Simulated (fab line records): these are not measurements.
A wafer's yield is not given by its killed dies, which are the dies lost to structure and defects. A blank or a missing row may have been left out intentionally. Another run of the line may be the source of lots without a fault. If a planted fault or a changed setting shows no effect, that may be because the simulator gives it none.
fab line records	flow nand-harc
[record] lots = 12	wafers = 36	last-day = 33
route steps=1302 shown A_M1@1193 THIN_TSV@1270 END@1301
lots with no fault: from the same line, run without faults
start-h: hours from the record's first day to the start of the lot's first wafer shown	wait-h: hours elapsed since this lot's preceding step	" same as the row above	L1.1+2: a row that stands for several wafers	- no value, or no start given	* or withheld: withheld	< > ~ a bound
route shown NAME@n: names a module that has steps shown in the file, with the first one's number in the route	usual: mean/standard deviation taken from wafers without a fault	same: alike in all rows	chamber/n: place in a boat	sites: per-site readings	_std_site: the values' standard deviation	_edge_site: inner sites' mean taken away from outer sites' mean	radius-mm: for every site, how far away it sits from the centre of the wafer	mask NAME#n: copy n	behind: the most recent tool/chamber to have shaped the wafer	hold: cause of the lot's hold/its duration in hours/its outcome	device: transistor that didn't switch, given as n, p or np	end of line: tests of these same wafers at the route's end	a step with no rows: only its recipe	killed: count of dies lost to structure and defects at first sort (not the wafer's yield)	map: a wafer's dies, x killed, . not, _ none there
set.NAME: setting as actually run; set.NAME@STEP: the setting as run at that earlier step	model.NAME: the simulator's own value behind a step, which no gauge read
route steps across a sampled set of lots; one table per step, one row per wafer
services: from which hour (start-h, from the record's first day; less than 0 if before it) a tool's chamber was out of use, for how many hours, and why
[[steps]]
[step NHARC_A_M1_ECD_22]
[recipe] target-thk-a = 4000	bath-temp-c = 25	material = Cu
lot.wafer	tool	chamber	start-h	wait-h
L651.1+2+6	ecd-cu-01	1,0,0	552.31	-
L649.2+3+4	ecd-cu-01	1,1,0	554.78	-
L650.2+1+3	ecd-cu-02	1,0,1	563.14	-
L652.2+5+6	ecd-cu-02	1,0,1	594.41	-
L656.2+1+4	ecd-cu-02	0,1,0	623.75	-
L657.1+4+6	ecd-cu-02	1,1,0	646.99	-
L660.2+5+6	ecd-cu-02	1,0,1	649.35	-
L664.2+1+3	ecd-cu-02	0,1,1	720.99	-
L666.4+6+5	ecd-cu-02	0,1,0	730.16	-
L668.3+4+5	ecd-cu-01	0,1,0	734.17	-
L669.1+4+6	ecd-cu-02	0,1,1	747.96	-
L670.3+4+6	ecd-cu-01	0,1,0	749.16	-
[step NHARC_THIN_TSV_DEGAS_49]
[recipe] temp-c = 300	time-s = 120
[usual] heater-power-w = 451/48	susceptor-temp-C = 299.98/0.18
[same] time-s = 120
lot.wafer	tool	chamber	start-h	wait-h	heater-power-w	susceptor-temp-C
L651.1	pvd-sputter-01	-	574.11	0.1	351	300.12
L651.2	"	-	"	"	412	300.27
L651.6	"	-	"	"	498	299.76
L649.4	pvd-sputter-03	-	575.77	0.1	498	300.06
L649.3	"	-	"	"	413	299.97
L649.2	"	-	"	"	480	300.11
L650.3	pvd-sputter-02	-	587.98	0.1	405	299.89
L650.2	"	-	"	"	515	299.98
L650.1	"	-	"	"	456	300.04
L652.2	pvd-sputter-03	-	615.33	0.1	522	299.69
L652.6	"	-	"	"	437	299.86
L652.5	"	-	"	"	492	299.86
L656.2	pvd-sputter-03	-	647.33	0.2	418	300.19
L656.4	"	-	"	"	478	299.69
L656.1	"	-	"	"	444	299.95
L660.2	pvd-sputter-01	-	667.70	0.1	517	299.98
L660.5	"	-	"	"	364	299.99
L660.6	"	-	"	"	524	300.20
L657.1	pvd-sputter-03	-	668.75	0.1	479	299.83
L657.4	"	-	"	"	421	299.86
L657.6	"	-	"	"	484	299.69
L664.3	pvd-sputter-01	-	749.45	0.1	372	300.16
L664.2	"	-	"	"	496	299.82
L664.1	"	-	"	"	472	300.16
L668.4	pvd-sputter-01	-	758.37	0.1	510	299.89
L668.3	"	-	"	"	465	300.09
L668.5	"	-	"	"	469	299.72
L666.4	pvd-sputter-02	-	760.91	0.2	399	300.04
L666.6	"	-	"	"	401	300.02
L666.5	"	-	"	"	521	299.89
L669.1	pvd-sputter-02	-	772.13	0.2	402	-
L669.4	"	-	"	"	519	-
L669.6	"	-	"	"	403	-
L670.4	pvd-sputter-01	-	773.22	0.1	478	300.08
L670.3	"	-	"	"	341	300.18
L670.6	"	-	"	"	470	300.07
[step NHARC_THIN_TSV_PVD_51]
[recipe] target-thk-a = 1000	chamber-pressure-pa = 5	material = Cu
[usual] throttle-valve-pct = 29.7/1.3
lot.wafer	tool	chamber	start-h	wait-h	throttle-valve-pct
L651.1	pvd-sputter-01	-	-	-	28.0
L651.2	"	-	"	"	29.5
L651.6	"	-	"	"	30.4
L649.3	pvd-sputter-03	-	-	-	31.5
L649.2	"	-	"	"	30.5
L649.4	"	-	"	"	29.7
L650.1	pvd-sputter-02	-	-	-	31.0
L650.2	"	-	"	"	28.6
L650.3	"	-	"	"	30.2
L652.2	pvd-sputter-03	-	-	-	30.1
L652.6	"	-	"	"	30.2
L652.5	"	-	"	"	28.5
L656.1	pvd-sputter-03	-	-	-	30.1
L656.4	"	-	"	"	28.5
L656.2	"	-	"	"	30.4
L660.2	pvd-sputter-01	-	-	-	26.9
L660.5	"	-	"	"	29.4
L660.6	"	-	"	"	26.9
L657.1	pvd-sputter-03	-	-	-	31.5
L657.4	"	-	"	"	30.1
L657.6	"	-	"	"	28.5
L664.2	pvd-sputter-01	-	-	-	27.0
L664.1	"	-	"	"	29.4
L664.3	"	-	"	"	30.0
L668.3	pvd-sputter-01	-	-	-	29.5
L668.4	"	-	"	"	28.9
L668.5	"	-	"	"	29.4
L666.4	pvd-sputter-02	-	-	-	29.3
L666.5	"	-	"	"	28.8
L666.6	"	-	"	"	30.1
L669.1	pvd-sputter-02	-	-	-	29.1
L669.4	"	-	"	"	29.7
L669.6	"	-	"	"	29.4
L670.3	pvd-sputter-01	-	-	-	28.2
L670.4	"	-	"	"	31.0
L670.6	"	-	"	"	29.0
[step NHARC_END_WLT_00]
[usual] VT_DECK1_BOTTOM = 0.870/0.0068	VT_DECK1_BOTTOM_INNER = 0.869/0.0072	VT_DECK1_MEDIAN_NEAR_BOTTOM = 0.871/0.0069	VT_DECK1_MEDIAN_NEAR_BOTTOM_INNER = 0.869/0.0071	VT_DECK1_MIDDLE = 0.882/0.0065	VT_DECK1_MIDDLE_INNER = 0.883/0.0059	VT_DECK1_TOP = 0.894/0.0057	VT_DECK1_TOP_INNER = 0.894/0.0064	VT_DECK2_BOTTOM = 0.873/0.0089	VT_DECK2_BOTTOM_INNER = 0.873/0.0086	VT_DECK2_MEDIAN_NEAR_BOTTOM = 0.874/0.0078	VT_DECK2_MEDIAN_NEAR_BOTTOM_INNER = 0.874/0.008	VT_DECK2_MIDDLE = 0.886/0.0079	VT_DECK2_MIDDLE_INNER = 0.887/0.0074	VT_DECK2_TOP = 0.898/0.0076	VT_DECK2_TOP_INNER = 0.898/0.0073
lot.wafer	tool	chamber	start-h	wait-h	VT_DECK1_BOTTOM	VT_DECK1_BOTTOM_INNER	VT_DECK1_MEDIAN_NEAR_BOTTOM	VT_DECK1_MEDIAN_NEAR_BOTTOM_INNER	VT_DECK1_MIDDLE	VT_DECK1_MIDDLE_INNER	VT_DECK1_TOP	VT_DECK1_TOP_INNER	VT_DECK2_BOTTOM	VT_DECK2_BOTTOM_INNER	VT_DECK2_MEDIAN_NEAR_BOTTOM	VT_DECK2_MEDIAN_NEAR_BOTTOM_INNER	VT_DECK2_MIDDLE	VT_DECK2_MIDDLE_INNER	VT_DECK2_TOP	VT_DECK2_TOP_INNER
L651.1	prober-02	-	586.00	0.1	0.875	0.874	0.869	0.878	0.883	0.887	0.894	0.894	0.871	0.881	0.884	0.869	0.896	0.886	0.901	0.911
L651.2	"	-	"	"	0.865	0.865	0.858	0.858	0.887	0.882	0.897	0.897	0.878	0.876	0.878	0.881	0.895	0.894	0.902	0.906
L651.6	"	-	588.47	2.5	0.874	0.879	0.878	0.861	0.884	0.888	0.895	0.892	0.882	0.886	0.887	0.875	0.896	0.899	0.914	0.907
L649.2	prober-01	-	586.48	0.5	0.876	0.874	0.879	0.865	0.887	0.885	0.893	0.905	0.888	0.885	0.892	0.888	0.885	0.896	0.900	0.911
L649.3	"	-	"	"	0.870	0.867	0.868	0.866	0.884	0.886	0.898	0.902	0.899	0.894	0.886	0.900	0.906	0.898	0.912	0.912
L649.4	"	-	"	"	0.878	0.882	0.876	0.866	0.884	0.891	0.895	0.890	0.886	0.882	0.877	0.885	0.889	0.900	0.905	0.906
L650.1	prober-02	-	603.62	0.1	0.880	0.877	0.881	0.881	0.889	0.884	0.902	0.900	0.874	0.877	0.870	0.876	0.894	0.891	0.893	0.908
L650.2	"	-	"	"	0.870	0.868	0.867	0.862	0.882	0.880	0.893	0.905	0.881	0.882	0.879	0.877	0.887	0.897	0.907	0.896
L650.3	"	-	"	"	0.870	0.876	0.869	0.876	0.876	0.886	0.902	0.895	0.881	0.884	0.883	0.879	0.901	0.888	0.898	0.891
L652.2	prober-01	-	625.10	0.6	0.866	0.866	0.869	0.864	0.871	0.886	0.889	0.891	0.861	0.868	0.865	0.863	0.880	0.884	0.904	0.892
L652.5	"	-	626.63	2.1	0.850	0.857	0.858	0.862	0.878	0.871	0.888	0.896	0.869	0.884	0.874	0.876	0.889	0.880	0.893	0.909
L652.6	"	-	"	"	0.868	0.868	0.865	0.865	0.874	0.878	0.893	0.885	0.869	0.872	0.868	0.868	0.881	0.884	0.892	0.898
L656.1	prober-01	-	659.16	0.0	0.876	0.870	0.872	0.866	0.876	0.881	0.891	0.911	0.872	0.861	0.866	0.867	0.875	0.880	0.896	0.888
L656.2	"	-	"	"	0.873	0.873	0.868	0.871	0.879	0.878	0.889	0.899	0.861	0.865	0.866	0.860	0.879	0.885	0.900	0.896
L656.4	"	-	660.66	1.5	0.863	0.868	0.866	0.864	0.878	0.879	0.898	0.897	0.860	0.856	0.865	0.857	0.876	0.874	0.895	0.894
L657.1	prober-01	-	676.94	0.0	0.873	0.868	0.869	0.872	0.881	0.885	0.899	0.904	0.874	0.869	0.870	0.871	0.890	0.887	0.899	0.905
L657.4	"	-	678.42	1.5	0.863	0.869	0.861	0.867	0.883	0.883	0.896	0.911	0.874	0.877	0.868	0.876	0.885	0.899	0.904	0.896
L657.6	"	-	"	"	0.872	0.866	0.874	0.877	0.883	0.881	0.895	0.890	0.874	0.875	0.877	0.878	0.894	0.883	0.892	0.899
L660.2	prober-02	-	677.45	0.6	0.870	0.867	0.869	0.873	0.889	0.882	0.888	0.890	0.870	0.869	0.868	0.862	0.874	0.882	0.890	0.900
L660.5	"	-	678.95	2.0	0.875	0.870	0.871	0.871	0.871	0.884	0.890	0.887	0.874	0.877	0.878	0.875	0.889	0.886	0.899	0.903
L660.6	"	-	"	"	0.870	0.875	0.877	0.875	0.887	0.889	0.894	0.890	0.885	0.879	0.875	0.878	0.888	0.891	0.897	0.898
L664.1	prober-01	-	758.86	0.0	0.865	0.875	0.876	0.879	0.887	0.883	0.896	0.897	0.865	0.863	0.868	0.870	0.885	0.881	0.899	0.902
L664.2	"	-	"	"	0.881	0.877	0.878	0.877	0.885	0.892	0.893	0.896	0.866	0.864	0.870	0.869	0.881	0.888	0.893	0.897
L664.3	"	-	"	"	0.873	0.874	0.867	0.868	0.886	0.889	0.893	0.900	0.882	0.867	0.878	0.878	0.884	0.880	0.903	0.893
L666.4	prober-01	-	769.06	1.6	0.877	0.867	0.891	0.880	0.889	0.890	0.900	0.901	0.870	0.868	0.868	0.873	0.878	0.882	0.893	0.895
L666.5	"	-	"	"	0.877	0.880	0.877	0.876	0.884	0.892	0.906	0.899	0.882	0.871	0.871	0.871	0.894	0.890	0.897	0.900
L666.6	"	-	"	"	0.865	0.869	0.861	0.863	0.893	0.882	0.894	0.894	0.880	0.879	0.873	0.889	0.887	0.890	0.907	0.899
L668.3	prober-01	-	776.27	8.8	0.871	0.879	0.869	0.877	0.894	0.884	0.900	0.890	0.888	0.883	0.886	0.889	0.893	0.895	0.904	0.896
L668.4	"	-	"	"	0.881	0.883	0.874	0.874	0.886	0.893	0.903	0.909	0.881	0.878	0.884	0.882	0.890	0.893	0.892	0.909
L668.5	"	-	"	"	0.877	0.872	0.874	0.883	0.878	0.889	0.895	0.907	0.890	0.893	0.897	0.880	0.897	0.897	0.903	0.911
L669.1	prober-02	-	781.34	0.1	0.856	0.858	0.858	0.855	0.868	0.866	0.887	0.882	0.866	0.856	0.861	0.855	0.867	0.873	0.890	0.887
L669.4	"	-	782.88	1.6	0.859	0.860	0.863	0.860	0.866	0.873	0.882	0.894	0.866	0.864	0.870	0.864	0.877	0.875	0.889	0.893
L669.6	"	-	783.90	2.6	0.866	0.860	0.864	0.858	0.879	0.867	0.892	0.881	0.859	0.867	0.866	0.863	0.871	0.873	0.884	0.890
L670.3	prober-01	-	784.05	2.8	0.873	0.868	0.875	0.882	0.886	0.884	0.899	0.896	0.878	0.877	0.875	0.880	0.888	0.887	0.903	0.892
L670.4	"	-	"	"	0.875	0.882	0.879	0.867	0.887	0.885	0.897	0.904	0.886	0.878	0.884	0.882	0.896	0.892	0.894	0.899
L670.6	"	-	785.56	4.3	0.871	0.874	0.882	0.878	0.901	0.894	0.897	0.899	0.873	0.879	0.872	0.882	0.896	0.897	0.891	0.892
[step NHARC_END_SORT_01]
[recipe] temp-c = 25
[usual] defect-limited-yield = 90.9/2.8	killed-at-array = 57/20	killed-at-other = 1.3/1.4	killed-at-periphery = 3.4/2.4	killed-dies = 61/19	killed-open = 2.9/1.8	killed-short = 2.5/1.6
[same] gross-dies = 677
lot.wafer	tool	chamber	start-h	wait-h	defect-limited-yield[%]	killed-at-array	killed-at-other	killed-at-periphery	killed-dies	killed-open	killed-short
L656.1	prober-01	0	662.15	2.5	60.0	265	1	5	271	2	4
L656.2	prober-01	0	662.96	2.8	92.6	48	1	1	50	1	4
L656.4	prober-01	0	664.57	3.4	92.8	45	2	2	49	2	3
L657.1	prober-01	0	679.90	2.5	62.2	256	0	0	256	0	2
L657.4	prober-01	0	682.29	3.4	61.0	263	0	1	264	2	0
L657.6	prober-01	0	683.87	4.0	92.9	48	0	0	48	1	3
L660.2	prober-02	0	680.75	2.8	55.5	299	0	2	301	5	4
L660.5	prober-02	0	683.18	3.7	85.8	94	2	0	96	3	5
L660.6	prober-02	0	683.99	4.0	57.0	290	0	1	291	1	3
// killed by level:class
L656.1 A_M1:unspecified=219 A_SLIT:chamber-film-flake=22 A_CHANNEL_HOLE_D2:chamber-film-flake=8 A_CHANNEL_HOLE_D1:chamber-film-flake=7 P_ZERO_WELL:chamber-film-flake=3 A_ONON_D2:geometric-particle:short=2 P_STI:chamber-film-flake=2 A_CHANNEL_HOLE_D1:geometric-particle:short=1
L656.2 A_SLIT:chamber-film-flake=22 A_CHANNEL_HOLE_D2:chamber-film-flake=7 A_CHANNEL_HOLE_D1:chamber-film-flake=5 A_CONTACT:chamber-film-flake=4 A_CHANNEL_FILL_D2:geometric-particle:short=2 A_WL_FILL:chamber-film-flake=2 A_ONON_D1:geometric-particle:open=1 A_DECK1_JOINT:geometric-particle:short=1
L656.4 A_SLIT:chamber-film-flake=24 A_CHANNEL_HOLE_D2:chamber-film-flake=9 A_CHANNEL_HOLE_D1:chamber-film-flake=4 A_STAIRCASE:chamber-film-flake=2 A_CHANNEL_HOLE_D1:geometric-particle:open=1 A_CHANNEL_FILL_D1:geometric-particle:short=1 A_CHANNEL_FILL_D2:geometric-particle:open=1 A_WL_FILL:geometric-particle:short=1
L657.1 A_M1:unspecified=210 A_CHANNEL_HOLE_D1:chamber-film-flake=20 A_CHANNEL_HOLE_D2:chamber-film-flake=16 A_STAIRCASE:chamber-film-flake=3 A_SLIT:chamber-film-flake=2 A_M1:chamber-film-flake=2 A_DECK1_JOINT:geometric-particle:short=1 A_CHANNEL_FILL_D2:geometric-particle:short=1
L660.2 A_M1:unspecified=215 A_SLIT:chamber-film-flake=32 A_CHANNEL_HOLE_D1:chamber-film-flake=31 A_CHANNEL_HOLE_D2:chamber-film-flake=7 A_WL_FILL:geometric-particle:short=2 A_STAIRCASE:chamber-film-flake=2 A_WL_FILL:chamber-film-flake=2 P_CONTACT:geometric-particle:open=1
L657.4 A_M1:unspecified=221 A_CHANNEL_HOLE_D1:chamber-film-flake=21 A_CHANNEL_HOLE_D2:chamber-film-flake=12 A_M1:chamber-film-flake=3 A_CONTACT:chamber-film-flake=3 A_CHANNEL_FILL_D1:geometric-particle:open=1 A_M0:geometric-particle:open=1 P_ZERO_WELL:chamber-film-flake=1
L660.5 A_CHANNEL_HOLE_D1:chamber-film-flake=32 A_SLIT:chamber-film-flake=30 A_CHANNEL_HOLE_D2:chamber-film-flake=15 A_CONTACT:chamber-film-flake=5 A_SGD_CUT:chamber-film-flake=3 A_CHANNEL_FILL_D2:geometric-particle:short=2 A_CHANNEL_FILL_D1:geometric-particle:short=1 A_DECK1_JOINT:geometric-particle:open=1
L657.6 A_CHANNEL_HOLE_D1:chamber-film-flake=21 A_CHANNEL_HOLE_D2:chamber-film-flake=11 A_CONTACT:chamber-film-flake=5 A_SLIT:chamber-film-flake=3 A_ZERO_WELL:chamber-film-flake=2 A_ONON_D2:geometric-particle:open=1 A_CHANNEL_HOLE_D2:geometric-particle:short=1 A_SGD_CUT:geometric-particle:short=1
L660.6 A_M1:unspecified=209 A_CHANNEL_HOLE_D1:chamber-film-flake=25 A_SLIT:chamber-film-flake=24 A_CHANNEL_HOLE_D2:chamber-film-flake=17 A_CONTACT:chamber-film-flake=5 A_STAIRCASE:chamber-film-flake=2 A_SGD_CUT:chamber-film-flake=2 A_ONON_D1:geometric-particle:short=1
[[services]]
tool	chamber	start-h	hours	kind
pvd-sputter-03	-	534.32	10.0	pm
ecd-cu-02	-	537.50	1.5	repair
pvd-sputter-01	-	582.00	10.0	pm
ecd-cu-02	-	584.88	1.0	repair
ecd-cu-02	-	596.00	8.0	pm
ecd-cu-01	-	612.30	1.8	repair
ecd-cu-01	-	632.46	0.7	repair
pvd-sputter-02	-	638.00	10.0	pm
ecd-cu-02	-	665.95	0.6	repair
ecd-cu-01	-	688.17	8.0	pm
pvd-sputter-03	-	691.71	2.1	repair
pvd-sputter-03	-	712.32	10.0	pm
pvd-sputter-01	-	730.29	0.8	repair
pvd-sputter-01	-	735.41	2.4	repair
pvd-sputter-01	-	760.00	10.0	pm
ecd-cu-02	-	772.00	8.0	pm
[[key]]
[first-sign] step = NHARC_END_SORT_01	reading = defect-limited-yield	direction = down	sigmas = 11	usual = 90.9	struck = 59.1
[effect] step = NHARC_END_SORT_01	reading = killed-dies	direction = up	sigmas = 11	usual = 61	struck = 277
[more-kills-born-at] NHARC_A_M1_ECD_22@ecd-cu-02 = 1074
met-at NHARC_A_M1_ECD_22
struck-lots L656,L657,L660
struck-wafers L656.1,L657.1,L657.4,L660.2,L660.6
not-acting-at NHARC_THIN_TSV_DEGAS_49,NHARC_THIN_TSV_PVD_51,NHARC_END_WLT_00
onset-between 594.41 623.75
[fault] kind = chamber-particle-source	tool = ecd-cu-02	chamber = 1	onset-h = 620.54	steps = NHARC_A_M1_ECD_22	rate-per-visit-cm2 = 0.43195	end-h = 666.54
